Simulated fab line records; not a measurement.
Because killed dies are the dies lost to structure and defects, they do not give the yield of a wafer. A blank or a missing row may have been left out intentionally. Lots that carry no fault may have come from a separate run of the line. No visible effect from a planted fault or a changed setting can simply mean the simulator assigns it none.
Problem report, 8D (eight disciplines) form, completed by code    flow nandHarc    the parts of the form that need people (team, actions taken, sign-off) are left out

## 1. PROBLEM STATEMENT
rawDefectCount at NHARC_A_CHANNEL_HOLE_D1_INSPECT_40 reads a mean of 1157 on 2 wafers of 2 lots; wafers without a fault read 69 with a standard deviation of 23. Measured from the usual mean, that is +47 standard deviations.
First observed at day 15 18:16: wafer L167.5, on defectInspect-02. The record holds 36 wafers of 12 lots with a number at this step. Rule for "out" (also "out of limits"): further than 4 standard deviations from the usual mean. All remaining wafers that have a number are taken as sound.

## 2. WHAT IT IS AND WHAT IT IS NOT
question                     is                 is not
which readings at this step  rawDefectCount     -
which lots                   L167, L169         L151, L153, L154, L155, L158, L159, L160, L165, L173, L174
which wafers of those lots   L167.5, L169.6     L167.2, L167.6, L169.1, L169.4
read on which gauges         defectInspect-02   defectInspect-01
when                         from day 15 18:16  up to then (26 sound wafers); but 8 sound wafers of L169, L173, L174 came after

## 3. SUSPECTS, AND WHAT RULES EACH OUT
Counting: a tool at a process step up to the reading stays a suspect if it ran every lot that is out. Sound lots after the first of them don't rule it out here, since some wafers of a struck lot are sound.
- the gauge at NHARC_A_CHANNEL_HOLE_D1_INSPECT_40: kept. All the wafers that are out were read on defectInspect-02, and no step on other tools shows them out.
- harEtch-01 at NHARC_A_CHANNEL_HOLE_D1_ETCH_22 (etches the open film in C4F8/O2/Ar, time 666.7 s, target depth 1600 nm): kept. Ran every lot that is out, first one L167 (day 15 13:25); last sound lot up to then L160 (day 12 15:19).
- harEtch-01 at NHARC_A_CHANNEL_HOLE_D1_ETCH_24 (etches the open film in C4F8/O2/Ar, time 906.2 s, target depth 1500 nm): kept. Ran every lot that is out, first one L167 (day 15 14:41); last sound lot up to then L160 (day 12 16:36).
- harEtch-01 at NHARC_A_CHANNEL_HOLE_D1_ETCH_25 (etches the open film in C4F8/O2/Ar, time 1040.2 s, target depth 1500 nm): kept. Ran every lot that is out, first one L167 (day 15 15:27); last sound lot up to then L160 (day 12 17:22).
- Within harEtch-01 at NHARC_A_CHANNEL_HOLE_D1_ETCH_22: the wafers that are out ran in chamber 1; their sound lot-mates ran in chamber 0.
- Within harEtch-01 at NHARC_A_CHANNEL_HOLE_D1_ETCH_24: the wafers that are out ran in chamber 1; their sound lot-mates ran in chamber 0.
- Within harEtch-01 at NHARC_A_CHANNEL_HOLE_D1_ETCH_25: the wafers that are out ran in chamber 1; their sound lot-mates ran in chamber 0.
Left after counting: harEtch-01 at NHARC_A_CHANNEL_HOLE_D1_ETCH_22, harEtch-01 at NHARC_A_CHANNEL_HOLE_D1_ETCH_24, harEtch-01 at NHARC_A_CHANNEL_HOLE_D1_ETCH_25, defectInspect-02 at NHARC_A_CHANNEL_HOLE_D1_INSPECT_40.

## 4. THE CAUSE (what the simulator had put in)
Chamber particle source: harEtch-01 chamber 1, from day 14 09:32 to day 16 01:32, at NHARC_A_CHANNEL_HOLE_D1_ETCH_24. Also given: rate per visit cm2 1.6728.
After counting, 4 suspects remain, this tool included.

## 5. THE EFFECT CHAIN, in route order
Each row: a reading where the mean over the struck wafers with a number is more than 3 standard deviations away from the usual. Only readings whose record carries a usual standard deviation are examined. hours: median over the lots of the time between each lot's start at the first step of this table that gives one and its start at this step. sigmas: the change, counted in usual standard deviations.
hours  step                                reading         usual  on struck wafers  change  sigmas
0      NHARC_A_CHANNEL_HOLE_D1_INSPECT_40  rawDefectCount  69     1157              +1088   +47
379    NHARC_END_SORT_01                   killedAtArray   57     120               +62     +3.1
379    NHARC_END_SORT_01                   killedDies      61     124               +64     +3.3

## 6. HOW IT WOULD HAVE BEEN CAUGHT EARLIER
33 hours passed between the start of the fault at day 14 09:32 and the first reading out of limits at a measuring or inspecting step in this record, taken at day 15 18:16.
Tool readings at NHARC_A_CHANNEL_HOLE_D1_ETCH_24 with a usual standard deviation given in the record: none out on any struck wafer, hence no alarm at a limit of 4 standard deviations on them.
Among the 2 lots that are out, L169 began NHARC_A_CHANNEL_HOLE_D1_ETCH_24 on harEtch-01 after day 15 18:16. Had the tool been put on hold then, it would have been spared.
